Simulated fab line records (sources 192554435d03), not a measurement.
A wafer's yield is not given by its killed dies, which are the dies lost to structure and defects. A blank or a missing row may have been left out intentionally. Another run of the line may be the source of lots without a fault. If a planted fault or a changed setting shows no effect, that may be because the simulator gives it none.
Struck lot and sound lot, side by side | flow n5 finfet | 15 steps out of a route of 1938
Sound: wafers L508.1, L508.2, L508.3. Wafers struck: L513.2, L513.6. The cause is given at the end.
At each step with rows: each side's tool, then ch and its chambers, then its first start. Under that, the readings that differ: sound wafers | struck wafers | difference of the means | sigmas: that difference in standard deviations of wafers without a fault.
alike: readings with means less than 2 such deviations apart, plus words and numbers identical on both sides. not compared: withheld readings, readings lacking a value on some wafer, bounds such as >300 that could conceal the same value, and numbers that have no deviation in the record and whose values overlap.
Wherever a step has rows on one side only, a row that says differs or no value, or a row with sigmas, the two part there. Non-overlapping numbers with no deviation appear without sigmas and do not part them. Lack of a reading on every wafer of one side parts them only where that side has two or more wafers.

first, 5 steps without rows for these wafers: N5_BEOL_M1_EBR_24; N5_BEOL_M1_SOFTBAKE_23 (time 60 s); N5_BEOL_M1_EXPOSE_25 (exposes mask V0, defocus 5 nm, target cd 24 nm); N5_BEOL_M1_PEB_26 (peb time 60 s); N5_BEOL_M1_DEVELOP_27 (develop time 30 s).
N5_BEOL_M1_CD_MEAS_28: target cd y 23.3 nm.
  sound on cd sem-03 ch 0, day 6 22:17; struck on cd sem-03 ch 0, day 8 03:07
  alike: cd nm
N5_BEOL_M1_OVL_MEAS_29:
  sound on overlay-02 ch 0, day 6 22:19; struck on overlay-01 ch 0, day 8 03:08
  alike: V0_OVL
N5_BEOL_M1_INSPECT_30: inspects for defects (brightfield).
  sound on defect inspect-01, day 6 22:23; struck on defect inspect-02, day 8 03:11
  alike: raw defect count
N5_BEOL_M1_DESCUM_33: chemistry O2, time 7 s.
  sound on rie diel-04 ch 0,1,2, day 6 22:25; struck on rie diel-04 ch 1, day 8 03:55
  alike: drypump motor current A, o2 flow sccm, oes product au, rf vpp V, showerhead plenum p Torr, throttle valve pct
  not compared: rf hours counter h
N5_BEOL_M1_ETCH_77: etches underlayer in N2/H2, target depth 6.5 nm, time 5.2 s.
  sound on rie diel-04 ch 0,1,2, day 6 22:27; struck on rie diel-04 ch 1, day 8 03:57
  alike: drypump motor current A, etch rf on time s, oes product au, rf vpp V, showerhead plenum p Torr, throttle valve pct
  not compared: rf hours counter h
N5_BEOL_M1_ETCH_69: etches SiARC in CF4, target depth 15.6 nm, time 26 s.
  sound on rie diel-04 ch 0,1,2, day 6 22:28; struck on rie diel-04 ch 1, day 8 03:58
  alike: cf4 flow sccm, drypump motor current A, etch rf on time s, oes product au, rf vpp V, showerhead plenum p Torr, throttle valve pct
  not compared: rf hours counter h
N5_BEOL_M1_ALD_98: deposits SiO2, target thk 2.5 nm, pulse time 1 s, co reactant pulse time 1 s.
  sound on ald sin-02 ch 0,1,3, day 6 22:33; struck on ald sin-03 ch 0,3, day 8 05:10
  reading            | sound    | struck | difference | sigmas
  heater power w (W) | 87 89 76 | 69 68  | -16        | -2
  alike: precursor pulse height rel
N5_BEOL_M1_ETCHBACK_99: etches SiO2 in CHF3, target depth 5 nm, time 10.4 s.
  sound on rie diel-04 ch 0,1,2, day 6 23:36; struck on rie diel-04 ch 1,3, day 8 07:24
  reading                                      | sound          | struck    | difference | sigmas
  oes product au (a.u.)                        | 0.67 0.88 0.71 | 1.11 0.98 | +0.29      | +3
  model.CAR-EUV_of_BEOL_M1_COAT_22.thk nm (nm) | 10.4 10.4 10.4 | 9.8 9.8   | -0.6       |
  alike: drypump motor current A, rf vpp V, showerhead plenum p Torr, throttle valve pct
  not compared: rf hours counter h
N5_BEOL_M1_ETCH_70: etches SOC in N2/H2, target depth 80 nm, overetch 16 nm, time 120 s.
  sound on rie diel-04 ch 0,1,2, day 6 23:38; struck on rie diel-04 ch 1,3, day 8 07:26
  alike: drypump motor current A, oes product au, rf vpp V, showerhead plenum p Torr, throttle valve pct
  not compared: rf hours counter h
-- here the record skips 3 days between the struck wafers' starts before and after, leaving off in module BEOL_M1 and picking up in module BEOL_M4 (first step shown: number 1111 of the route) --
N5_BEOL_M4_RC_MEAS_101:
  sound on prober-02 ch 0, day 9 11:38; struck on prober-01 ch 0, day 11 04:07
  reading       | sound          | struck    | difference | sigmas
  ION_P (uA/um) | 455 454 469    | 438 444   | -18        | -2
  VT_P (mV)     | -250 -245 -246 | -256 -257 | -10        | -3
  alike: DIBL_N, DIBL_P, IOFF_N, IOFF_P, ION_N, SS_N, SS_P, VT_N

## WHERE THEY PART
First at N5_BEOL_M1_ALD_98; last, within this record, at N5_BEOL_M4_RC_MEAS_101.

WHY: what had been put in by the simulator
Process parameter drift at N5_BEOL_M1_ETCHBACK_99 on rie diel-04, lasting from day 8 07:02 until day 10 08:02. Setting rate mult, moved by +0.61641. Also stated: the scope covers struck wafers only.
